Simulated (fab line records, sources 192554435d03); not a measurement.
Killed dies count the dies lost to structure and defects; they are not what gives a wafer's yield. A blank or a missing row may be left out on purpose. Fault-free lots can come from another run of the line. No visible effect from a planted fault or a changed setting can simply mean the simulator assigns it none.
fab line records ; flow n5-finfet ; part 1 of 2: steps 1 to 17 of 24
[record] lots = 5; wafers = 15; last-day = 17
route steps=1938 shown BEOL_M7@1292
lots that met no fault: from a run of the same line without faults
start-h: the number of hours between the record's first day and the start of the first shown wafer of the lot ; wait-h: hours from the lot's prior step to this one ; " same as the row above ; L1.1+2: several wafers, shown together as one row ; - no value, or no start given ; * or withheld: withheld ; < > ~ a bound
route shown NAME@n: names a module that has steps shown in the file, with the first one's number in the route ; usual: mean/standard deviation of fault-free wafers ; same: alike in all rows ; chamber/n: place in a boat ; sites: per-site readings ; _std_site: standard deviation of those values ; _edge_site: the outer-site mean with the inner-site mean subtracted ; radius-mm: how far each site lies from the wafer's centre ; mask NAME#n: copy n ; behind: the tool/chamber that last shaped the wafer ; hold: reason for holding the lot/hours on hold/outcome of the hold ; device: which transistor (n, p or np) failed to switch ; end of line: the tests these same wafers got at the end of their route ; a step with no rows: only its recipe ; killed: not the wafer's yield, but the dies lost to structure and defects at the first sort ; map: dies across one wafer; x = killed, . = not, _ = none there
set.NAME: the run value of the setting; set.NAME@STEP: its run value at that earlier step ; model.NAME: the simulator's own value behind a step, which no gauge read
lots seen at some steps along the route; tables by step, rows by wafer
services: when a tool's chamber went out of use (start-h, in hours from the record's first day, below 0 if earlier), for how many hours, and the reason
[[steps]]
[step N5_BEOL_M7_SOFTBAKE_23]
[recipe] temp-c = 110; time-s = 60; resist = CAR-EUV
lot.wafer;tool;chamber;start-h;wait-h
L076.2+3+5;litho-track-02;0;-;-
L080.4+5+6;litho-track-05;0;-;-
L084.3+4+6;litho-track-01;0;-;-
L094.4+5+6;litho-track-02;0;-;-
L095.1+2+4;litho-track-05;0;-;-
[step N5_BEOL_M7_EXPOSE_25]
[recipe] mask-id = V6; na = 0.33; source-shape = annular; sigma-inner = 0.4; sigma-outer = 0.8; polarization = unpolarized; target-cd-nm = 40; dose-mj = 42.5
lot.wafer;tool;chamber;start-h;wait-h;mask
L076.2+3+5;euv-scanner-02;0;196.86;-;V6#0
L080.4+5+6;euv-scanner-02;0;230.87;-;V6#0
L084.3+4+6;euv-scanner-02;0;249.21;-;V6#0
L094.4+5+6;euv-scanner-02;0;324.85;-;V6#0
L095.1+2+4;euv-scanner-01;0;325.48;-;V6#0
[step N5_BEOL_M7_PEB_26]
[recipe] peb-temp-c = 100; peb-time-s = 60; resist = CAR-EUV
[same] peb-time-s = 60
lot.wafer;tool;chamber;start-h;wait-h
L076.2+3+5;litho-track-02;0;196.92;0.1
L080.4+5+6;litho-track-02;0;230.91;0.0
L084.3+4+6;litho-track-05;0;249.26;0.0
L094.4+5+6;litho-track-01;0;324.89;0.0
L095.1+2+4;litho-track-05;0;325.55;0.1
[step N5_BEOL_M7_DEVELOP_27]
[recipe] develop-time-s = 30; developer = TMAH; resist = CAR-EUV; rinse-liquid = surfactant-rinse; dry = air-spin; dev-temp-c = 23
lot.wafer;tool;chamber;start-h;wait-h
L076.2+3+5;litho-track-02;0;-;-
L080.4+5+6;litho-track-02;0;-;-
L084.3+4+6;litho-track-05;0;-;-
L094.4+5+6;litho-track-01;0;-;-
L095.1+2+4;litho-track-05;0;-;-
[step N5_BEOL_M7_CD_MEAS_28]
[recipe] target-cd-nm = 40; landing-energy-ev = 500; detector = se-inlens
[usual] cd-nm = 39.90/0.26
lot.wafer;tool;chamber;start-h;wait-h;cd-nm
L076.2;cd-sem-03;0;196.98;-;39.70
L076.3;cd-sem-03;0;196.98;-;39.82
L076.5;cd-sem-03;0;196.98;-;40.12
L080.4;cd-sem-03;0;230.98;-;40.07
L080.5;cd-sem-03;0;230.98;-;39.75
L080.6;cd-sem-03;0;230.98;-;39.74
L084.3;cd-sem-03;0;249.33;-;39.89
L084.4;cd-sem-03;0;249.33;-;39.83
L084.6;cd-sem-03;0;249.33;-;39.84
L094.4;cd-sem-01;0;324.96;-;39.50
L094.5;cd-sem-01;0;324.96;-;40.38
L094.6;cd-sem-01;0;324.96;-;40.12
L095.1;cd-sem-02;0;325.62;-;40.19
L095.2;cd-sem-02;0;325.62;-;40.42
L095.4;cd-sem-02;0;325.62;-;39.80
[step N5_BEOL_M7_OVL_MEAS_29]
[recipe] points-per-wafer = 522
[usual] V6_OVL = -0.2/0.6
lot.wafer;tool;chamber;start-h;wait-h;V6_OVL[nm]
L076.2;overlay-01;0;197.02;0.0;0.3
L076.3;overlay-01;0;197.02;0.0;0.1
L076.5;overlay-01;0;197.02;0.0;0.6
L080.4;overlay-01;0;231.03;0.0;0.1
L080.5;overlay-01;0;231.03;0.0;0.0
L080.6;overlay-01;0;231.03;0.0;-0.1
L084.3;overlay-02;0;249.37;0.0;0.2
L084.4;overlay-02;0;249.37;0.0;1.0
L084.6;overlay-02;0;249.37;0.0;-0.9
L094.4;overlay-02;0;325.01;0.0;0.4
L094.5;overlay-02;0;325.01;0.0;1.5
L094.6;overlay-02;0;325.01;0.0;1.3
L095.1;overlay-02;0;325.65;0.0;-0.9
L095.2;overlay-02;0;325.65;0.0;-0.6
L095.4;overlay-02;0;325.65;0.0;-0.3
[step N5_BEOL_M7_INSPECT_30]
[recipe] mode = adi; inspect-instrument = brightfield
[usual] raw-defect-count = 430/89
lot.wafer;tool;chamber;start-h;wait-h;raw-defect-count
L076.2;defect-inspect-02;-;197.07;0.0;519
L076.3;defect-inspect-02;-;197.07;0.0;332
L076.5;defect-inspect-02;-;197.07;0.0;581
L080.4;defect-inspect-01;-;231.07;0.0;402
L080.5;defect-inspect-01;-;231.07;0.0;436
L080.6;defect-inspect-01;-;231.07;0.0;346
L084.3;defect-inspect-01;-;249.42;0.0;536
L084.4;defect-inspect-01;-;249.42;0.0;550
L084.6;defect-inspect-01;-;249.42;0.0;517
L094.4;defect-inspect-01;-;325.05;0.0;542
L094.5;defect-inspect-01;-;325.05;0.0;514
L094.6;defect-inspect-01;-;325.05;0.0;582
L095.1;defect-inspect-02;-;325.71;0.1;407
L095.2;defect-inspect-02;-;325.71;0.1;450
L095.4;defect-inspect-02;-;325.71;0.1;476
[step N5_BEOL_M7_DESCUM_33]
[recipe] chemistry = O2; time-s = 7; source-power-w = 50; bias-power-w = 20; pressure-mtorr = 20; rf-frequency-hz = 2.712e+07; temp-c = 40; resist = CAR-EUV; o2-flow-sccm = 225
[usual] bias-power-w = 20.01/0.057; drypump-motor-current-A = 6.0/0.47; oes-product-au = 0.76/0.085; rf-fwd-power-W = 49.37/0.21; rf-vpp-V = 243.0/1.5; showerhead-plenum-p-Torr = 2.07/0.09; temp-c = 40.01/0.13; throttle-valve-pct = 20.5/0.36
lot.wafer;tool;chamber;start-h;wait-h;bias-power-w;drypump-motor-current-A;oes-product-au;rf-fwd-power-W;rf-hours-counter-h;rf-vpp-V;showerhead-plenum-p-Torr;temp-c;throttle-valve-pct
L076.2;rie-diel-03;3;197.10;0.0;19.91;5.8;0.79;49.38;117;242.3;1.99;40.13;19.9
L076.3;rie-diel-03;2;197.10;0.0;20.05;6.2;0.69;49.31;206;243.0;2.13;39.90;20.3
L076.5;rie-diel-03;1;197.10;0.0;20.04;6.8;0.68;49.17;-;242.0;2.00;40.03;20.9
L080.4;rie-diel-03;2;231.10;0.0;20.06;6.2;0.68;49.18;218;243.3;2.12;39.82;20.4
L080.5;rie-diel-03;0;231.10;0.0;19.99;5.7;0.75;49.19;-;245.3;2.18;39.98;20.9
L080.6;rie-diel-03;1;231.10;0.0;19.93;6.8;0.67;49.05;-;241.7;1.99;39.99;20.9
L084.3;rie-diel-01;3;249.82;0.4;20.00;5.4;0.75;49.06;157;243.0;2.09;40.05;20.8
L084.4;rie-diel-01;0;249.82;0.4;20.07;5.5;0.68;48.95;245;241.3;2.06;40.03;20.7
L084.6;rie-diel-01;3;249.82;0.4;20.06;5.4;0.75;49.16;-;243.6;2.09;39.83;20.8
L094.4;rie-diel-03;1;325.54;0.5;20.00;6.8;0.66;49.29;240;241.5;1.99;39.96;20.9
L094.5;rie-diel-03;2;325.54;0.5;20.06;6.2;0.66;49.32;-;243.8;2.11;40.09;20.4
L094.6;rie-diel-03;1;325.54;0.5;20.13;6.8;0.66;49.37;-;242.8;1.99;40.05;20.9
L095.1;rie-diel-01;3;325.89;0.2;20.02;5.4;0.74;48.96;183;244.3;2.08;40.22;20.8
L095.2;rie-diel-01;2;325.89;0.2;20.04;5.4;0.69;49.49;233;244.1;2.18;40.09;20.8
L095.4;rie-diel-01;0;325.89;0.2;19.98;5.5;0.95;49.65;6;243.5;2.06;39.92;20.4
[step N5_BEOL_M7_ETCH_72]
[recipe] chemistry = N2/H2; target = underlayer; target-depth-a = 65; mask-material = CAR-EUV; time-s = 5.2; ion-energy-ev = 200; pressure-mtorr = 30; source-w = 840; bias-w = 150; n2-flow-sccm = 200; h2-flow-sccm = 200; ends = cleared
[usual] drypump-motor-current-A = 6.0/0.47; etch-rf-on-time-s = 5.18/0.16; oes-product-au = 0.65/0.071; rf-fwd-power-W = 819.6/2.6; rf-vpp-V = 523/3.3; showerhead-plenum-p-Torr = 2.53/0.11; throttle-valve-pct = 17.98/0.28
lot.wafer;tool;chamber;start-h;wait-h;drypump-motor-current-A;etch-rf-on-time-s;oes-product-au;rf-fwd-power-W;rf-hours-counter-h;rf-vpp-V;showerhead-plenum-p-Torr;throttle-valve-pct
L076.2;rie-diel-03;3;197.14;0.0;5.8;4.91;0.67;820.1;117;522;2.47;17.65
L076.3;rie-diel-03;2;197.14;0.0;6.3;5.35;0.58;820.0;206;525;2.62;17.96
L076.5;rie-diel-03;1;197.14;0.0;6.9;5.09;0.59;820.6;-;521;2.41;18.10
L080.4;rie-diel-03;2;231.14;0.0;6.2;5.46;0.57;819.5;218;528;2.62;17.99
L080.5;rie-diel-03;0;231.14;0.0;5.7;5.24;0.63;819.2;-;528;2.64;18.23
L080.6;rie-diel-03;1;231.14;0.0;6.8;5.21;0.60;818.3;-;521;2.40;18.14
L084.3;rie-diel-01;3;249.86;0.0;5.4;5.25;0.64;817.4;157;523;2.58;18.54
L084.4;rie-diel-01;0;249.86;0.0;5.5;5.34;0.57;822.5;245;523;2.51;18.18
L084.6;rie-diel-01;3;249.86;0.0;5.4;5.26;0.64;814.8;-;527;2.57;18.54
L094.4;rie-diel-03;1;325.58;0.0;6.8;5.29;0.57;825.7;240;521;2.39;18.16
L094.5;rie-diel-03;2;325.58;0.0;6.2;5.52;0.55;818.9;-;524;2.61;18.03
L094.6;rie-diel-03;1;325.58;0.0;6.8;5.23;0.58;818.2;-;519;2.39;18.16
L095.1;rie-diel-01;3;325.93;0.0;5.4;5.27;0.63;819.6;183;523;2.56;18.58
L095.2;rie-diel-01;2;325.93;0.0;5.4;5.41;0.58;818.6;233;526;2.62;18.10
L095.4;rie-diel-01;0;325.93;0.0;5.5;5.18;0.80;816.1;6;524;2.51;17.82
[step N5_BEOL_M7_ETCH_65]
[recipe] chemistry = CF4; target = SiARC; target-depth-a = 156; mask-material = CAR-EUV; time-s = 26; ion-energy-ev = 80; pressure-mtorr = 40; source-w = 545; bias-w = 36; Ar_flow_sccm = 100; cf4-flow-sccm = 100; ends = cleared
[usual] drypump-motor-current-A = 6.0/0.47; etch-rf-on-time-s = 26.0/0.8; mfc-ar-sccm = 100.05/0.3; oes-product-au = 0.65/0.069; rf-fwd-power-W = 532.4/2.4; rf-vpp-V = 183.9/1.2; showerhead-plenum-p-Torr = 2.13/0.087; throttle-valve-pct = 15.72/0.29
lot.wafer;tool;chamber;start-h;wait-h;drypump-motor-current-A;etch-rf-on-time-s;mfc-ar-sccm;oes-product-au;rf-fwd-power-W;rf-hours-counter-h;rf-vpp-V;showerhead-plenum-p-Torr;throttle-valve-pct
L076.2;rie-diel-03;3;197.16;0.0;5.8;25.3;100.34;0.67;530.0;117;181.8;2.07;15.27
L076.3;rie-diel-03;2;197.16;0.0;6.3;27.4;99.81;0.57;534.1;206;184.6;2.22;15.96
L076.5;rie-diel-03;1;197.16;0.0;6.8;25.9;100.06;0.59;530.7;-;183.8;2.05;15.98
L080.4;rie-diel-03;2;231.15;0.0;6.2;27.4;100.18;0.56;530.8;218;184.5;2.22;15.98
L080.5;rie-diel-03;0;231.15;0.0;5.7;26.3;99.94;0.64;532.5;-;184.0;2.21;15.92
L080.6;rie-diel-03;1;231.15;0.0;6.8;25.9;99.83;0.59;529.0;-;182.5;2.04;16.00
L084.3;rie-diel-01;3;249.87;0.0;5.4;25.8;100.14;0.64;531.5;157;184.3;2.16;16.04
L084.4;rie-diel-01;0;249.87;0.0;5.5;26.5;100.09;0.58;535.7;245;184.1;2.13;16.00
L084.6;rie-diel-01;3;249.87;0.0;5.4;26.0;100.28;0.65;530.3;-;184.0;2.16;16.05
L094.4;rie-diel-03;1;325.59;0.0;6.9;25.7;100.50;0.58;529.9;240;182.0;2.03;16.05
L094.5;rie-diel-03;2;325.59;0.0;6.2;27.5;99.98;0.55;532.9;-;183.6;2.21;16.04
L094.6;rie-diel-03;1;325.59;0.0;6.9;25.7;100.25;0.58;531.8;-;182.5;2.03;16.05
L095.1;rie-diel-01;3;325.94;0.0;5.4;25.9;99.36;0.63;532.2;183;181.8;2.15;16.10
L095.2;rie-diel-01;2;325.94;0.0;5.4;27.0;100.43;0.58;531.3;233;185.5;2.19;15.80
L095.4;rie-diel-01;0;325.94;0.0;5.5;25.9;99.85;0.81;532.1;6;183.7;2.12;15.53
[step N5_BEOL_M7_ETCH_66]
[recipe] chemistry = N2/H2; target = SOC; target-depth-a = 800; overetch-a = 160; mask-material = SiARC; temp-c = 40; time-s = 120; ion-energy-ev = 200; pressure-mtorr = 30; source-w = 840; bias-w = 150; n2-flow-sccm = 200; h2-flow-sccm = 200
[usual] drypump-motor-current-A = 6.0/0.47; oes-product-au = 0.58/0.059; rf-fwd-power-W = 835.6/2.9; rf-vpp-V = 523/3.2; showerhead-plenum-p-Torr = 2.53/0.11; temp-c = 40.00/0.11; throttle-valve-pct = 17.93/0.28
lot.wafer;tool;chamber;start-h;wait-h;drypump-motor-current-A;oes-product-au;rf-fwd-power-W;rf-hours-counter-h;rf-vpp-V;showerhead-plenum-p-Torr;temp-c;throttle-valve-pct
L076.2;rie-diel-03;3;197.18;0.0;5.9;0.59;836.8;117;521;2.47;39.92;17.62
L076.3;rie-diel-03;2;197.18;0.0;6.2;0.53;832.9;206;527;2.62;40.14;17.94
L076.5;rie-diel-03;1;197.18;0.0;6.8;0.53;832.7;-;522;2.41;39.98;18.04
L080.4;rie-diel-03;2;231.18;0.0;6.2;0.53;834.1;218;527;2.62;40.16;17.95
L080.5;rie-diel-03;0;231.18;0.0;5.7;0.57;839.7;-;527;2.64;39.88;18.19
L080.6;rie-diel-03;1;231.18;0.0;6.8;0.53;830.5;-;518;2.40;40.13;18.07
L084.3;rie-diel-01;3;249.90;0.0;5.4;0.58;837.2;157;525;2.57;40.00;18.49
L084.4;rie-diel-01;0;249.90;0.0;5.5;0.53;831.9;245;523;2.52;40.06;18.16
L084.6;rie-diel-01;3;249.90;0.0;5.4;0.58;833.8;-;524;2.57;40.08;18.48
L094.4;rie-diel-03;1;325.62;0.0;6.8;0.52;834.1;240;521;2.39;40.16;18.13
L094.5;rie-diel-03;2;325.62;0.0;6.2;0.51;838.1;-;525;2.61;39.93;17.99
L094.6;rie-diel-03;1;325.62;0.0;6.8;0.52;836.5;-;519;2.39;40.14;18.11
L095.1;rie-diel-01;3;325.97;0.0;5.4;0.56;833.9;183;525;2.56;40.14;18.52
L095.2;rie-diel-01;2;325.97;0.0;5.4;0.53;836.1;233;527;2.62;40.08;18.06
L095.4;rie-diel-01;0;325.97;0.0;5.5;0.72;836.8;6;522;2.51;40.01;17.76
[step N5_BEOL_M7_STRIP_69]
[recipe] chemistry = N2/H2; temp-c = 40; n2-flow-sccm = 200; h2-flow-sccm = 200; rf-frequency-hz = 6e+07
lot.wafer;tool;chamber;start-h;wait-h
L076.2+3+5;rie-diel-03;3,2,1;197.26;0.0
L080.4+5+6;rie-diel-03;2,0,1;231.26;0.0
L084.3+4+6;rie-diel-01;3,0,3;249.98;0.0
L094.4+5+6;rie-diel-03;1,2,1;325.70;0.0
L095.1+2+4;rie-diel-01;3,2,0;326.05;0.0
[step N5_BEOL_M7_STRIP_73]
[recipe] chemistry = N2/H2; temp-c = 40; n2-flow-sccm = 200; h2-flow-sccm = 200; rf-frequency-hz = 6e+07
lot.wafer;tool;chamber;start-h;wait-h
L076.2+3+5;rie-diel-03;3,2,1;197.27;0.0
L080.4+5+6;rie-diel-03;2,0,1;231.27;0.0
L084.3+4+6;rie-diel-01;3,0,3;249.99;0.0
L094.4+5+6;rie-diel-03;1,2,1;325.71;0.0
L095.1+2+4;rie-diel-01;3,2,0;326.06;0.0
[step N5_BEOL_M7_VIA_ETCH_34]
[recipe] chemistry = C4F6/O2; target = SiCOH_lowk; target-depth-a = 1255; mask-material = SOC; taper-deg = 4; time-s = 50.5; ion-energy-ev = 250; pressure-mtorr = 30; source-w = 345; bias-w = 185; Ar_flow_sccm = 300; C4F6_flow_sccm = 10; O2_flow_sccm = 10
[usual] O2_flow_sccm = 10.00/0.03; drypump-motor-current-A = 6.0/0.47; mfc-ar-sccm = 300.0/0.95; oes-product-au = 0.76/0.084; rf-fwd-power-W = 341.4/1.3; rf-vpp-V = 663/20; showerhead-plenum-p-Torr = 2.83/0.11; throttle-valve-pct = 21.03/0.25
lot.wafer;tool;chamber;start-h;wait-h;O2_flow_sccm;drypump-motor-current-A;mfc-ar-sccm;oes-product-au;rf-fwd-power-W;rf-hours-counter-h;rf-vpp-V;showerhead-plenum-p-Torr;throttle-valve-pct
L076.2;rie-diel-03;3;197.28;0.0;10.00;5.8;300.8;0.79;339.9;117;655;2.78;20.73
L076.3;rie-diel-03;2;197.28;0.0;9.98;6.2;300.2;0.69;342.2;206;714;2.93;21.01
L076.5;rie-diel-03;1;197.28;0.0;9.94;6.8;300.5;0.69;340.4;-;655;2.72;21.29
L080.4;rie-diel-03;2;231.28;0.0;9.97;6.3;298.4;0.68;341.1;218;713;2.92;21.04
L080.5;rie-diel-03;0;231.28;0.0;9.97;5.8;300.6;0.74;343.1;-;680;2.95;21.26
L080.6;rie-diel-03;1;231.28;0.0;10.01;6.8;301.1;0.68;340.4;-;656;2.72;21.31
L084.3;rie-diel-01;3;250.00;0.0;9.98;5.4;300.7;0.74;341.0;157;659;2.84;21.27
L084.4;rie-diel-01;0;250.00;0.0;10.01;5.5;300.4;0.69;342.1;245;648;2.82;21.26
L084.6;rie-diel-01;3;250.00;0.0;10.02;5.4;301.8;0.75;341.3;-;658;2.85;21.26
L094.4;rie-diel-03;1;325.72;0.0;9.97;6.8;299.7;0.66;339.4;240;656;2.70;21.32
L094.5;rie-diel-03;2;325.72;0.0;10.02;6.2;299.6;0.66;343.0;-;713;2.91;21.08
L094.6;rie-diel-03;1;325.72;0.0;10.00;6.9;300.1;0.67;340.0;-;655;2.71;21.32
L095.1;rie-diel-01;3;326.07;0.0;10.00;5.4;298.7;0.73;339.9;183;658;2.83;21.30
L095.2;rie-diel-01;2;326.07;0.0;9.99;5.4;300.4;0.69;341.4;233;676;2.93;21.09
L095.4;rie-diel-01;0;326.07;0.0;10.01;5.5;297.8;0.96;342.8;6;647;2.82;20.90
[step N5_BEOL_M7_STRIP_76]
[recipe] chemistry = C4F6/O2; resist = SiARC; rf-frequency-hz = 6e+07
lot.wafer;tool;chamber;start-h;wait-h
L076.2+3+5;rie-diel-03;3,2,1;197.33;0.0
L080.4+5+6;rie-diel-03;2,0,1;231.32;0.0
L084.3+4+6;rie-diel-01;3,0,3;250.05;0.0
L094.4+5+6;rie-diel-03;1,2,1;325.76;0.0
L095.1+2+4;rie-diel-01;3,2,0;326.11;0.0
[step N5_BEOL_M7_STRIP_36]
[recipe] chemistry = N2/H2; power-w = 450; temp-c = 40; pressure-mtorr = 20; rf-frequency-hz = 6e+07; overash-fraction = 0.3; bias-power-w = 7; h2-frac = 0.5; n2-flow-sccm = 200; h2-flow-sccm = 200
[usual] bias-power-w = 7.001/0.023; drypump-motor-current-A = 6.0/0.46; oes-product-au = 0.76/0.084; rf-vpp-V = 58.9/1.6; showerhead-plenum-p-Torr = 2.52/0.11; temp-c = 40.00/0.1; throttle-valve-pct = 23.8/0.35
lot.wafer;tool;chamber;start-h;wait-h;bias-power-w;drypump-motor-current-A;oes-product-au;rf-hours-counter-h;rf-vpp-V;showerhead-plenum-p-Torr;temp-c;throttle-valve-pct
L076.2;rie-diel-03;3;197.34;0.0;7.023;5.8;0.78;117;58.6;2.47;39.93;23.5
L076.3;rie-diel-03;2;197.34;0.0;6.964;6.2;0.70;206;60.2;2.62;39.98;23.5
L076.5;rie-diel-03;1;197.34;0.0;6.990;6.8;0.68;-;59.3;2.41;40.16;23.8
L080.4;rie-diel-03;2;231.33;0.0;6.995;6.2;0.69;218;60.3;2.61;39.99;23.5
L080.5;rie-diel-03;0;231.33;0.0;6.958;5.7;0.76;-;61.4;2.64;40.08;24.1
L080.6;rie-diel-03;1;231.33;0.0;6.996;6.8;0.67;-;59.7;2.40;39.97;23.8
L084.3;rie-diel-01;3;250.06;0.0;6.976;5.4;0.75;157;58.9;2.57;40.07;24.6
L084.4;rie-diel-01;0;250.06;0.0;7.029;5.5;0.69;245;60.7;2.51;40.05;24.0
L084.6;rie-diel-01;3;250.06;0.0;6.992;5.4;0.76;-;56.1;2.57;40.04;24.6
L094.4;rie-diel-03;1;325.77;0.0;7.013;6.8;0.67;240;55.2;2.39;39.94;23.8
L094.5;rie-diel-03;2;325.77;0.0;6.997;6.2;0.67;-;57.8;2.60;40.15;23.5
L094.6;rie-diel-03;1;325.77;0.0;6.991;6.8;0.65;-;59.6;2.39;40.04;23.8
L095.1;rie-diel-01;3;326.12;0.0;7.047;5.4;0.75;183;57.3;2.56;40.18;24.6
L095.2;rie-diel-01;2;326.12;0.0;7.032;5.4;0.70;233;56.8;2.62;40.19;23.8
L095.4;rie-diel-01;0;326.12;0.0;7.001;5.5;0.97;6;60.5;2.51;40.01;23.7
[step N5_BEOL_M7_TRENCH_ETCH_37]
[recipe] chemistry = C4F6/O2; target-depth-a = 934.78; target = SiCOH_lowk; time-s = 31.2; ion-energy-ev = 250; pressure-mtorr = 30; source-w = 345; bias-w = 185; Ar_flow_sccm = 300; C4F6_flow_sccm = 10; O2_flow_sccm = 10
[usual] O2_flow_sccm = 10.00/0.033; drypump-motor-current-A = 6.0/0.47; mfc-ar-sccm = 299.8/0.93; oes-product-au = 0.76/0.083; rf-fwd-power-W = 340.0/1.5; rf-vpp-V = 663/20; showerhead-plenum-p-Torr = 2.83/0.11; throttle-valve-pct = 21.06/0.25
lot.wafer;tool;chamber;start-h;wait-h;O2_flow_sccm;drypump-motor-current-A;mfc-ar-sccm;oes-product-au;rf-fwd-power-W;rf-hours-counter-h;rf-vpp-V;showerhead-plenum-p-Torr;throttle-valve-pct
L076.2;rie-diel-03;3;-;-;10.00;5.8;300.6;0.78;340.6;117;657;2.78;20.76
L076.3;rie-diel-03;2;-;-;10.02;6.2;300.4;0.68;340.4;206;713;2.93;21.05
L076.5;rie-diel-03;1;-;-;10.03;6.8;298.9;0.68;340.1;-;656;2.72;21.31
L080.4;rie-diel-03;2;-;-;9.99;6.2;300.2;0.68;341.1;218;714;2.92;21.06
L080.5;rie-diel-03;0;-;-;10.00;5.7;300.9;0.74;339.8;-;679;2.95;21.30
L080.6;rie-diel-03;1;-;-;9.99;6.9;299.5;0.68;339.2;-;653;2.72;21.33
L084.3;rie-diel-01;3;-;-;9.95;5.4;298.9;0.75;339.6;157;658;2.85;21.30
L084.4;rie-diel-01;0;-;-;9.99;5.5;300.2;0.67;339.6;245;650;2.82;21.28
L084.6;rie-diel-01;3;-;-;10.01;5.4;298.4;0.74;339.4;-;656;2.84;21.30
L094.4;rie-diel-03;1;-;-;9.98;6.8;299.1;0.66;338.8;240;654;2.70;21.36
L094.5;rie-diel-03;2;-;-;10.01;6.2;299.5;0.65;343.0;-;711;2.91;21.11
L094.6;rie-diel-03;1;-;-;9.98;6.8;299.2;0.66;341.3;-;655;2.70;21.36
L095.1;rie-diel-01;3;-;-;9.96;5.4;301.5;0.72;337.8;183;657;2.83;21.33
L095.2;rie-diel-01;2;-;-;9.98;5.4;299.7;0.68;341.0;233;675;2.93;21.12
L095.4;rie-diel-01;0;-;-;10.03;5.5;299.5;0.95;340.9;6;648;2.82;20.93
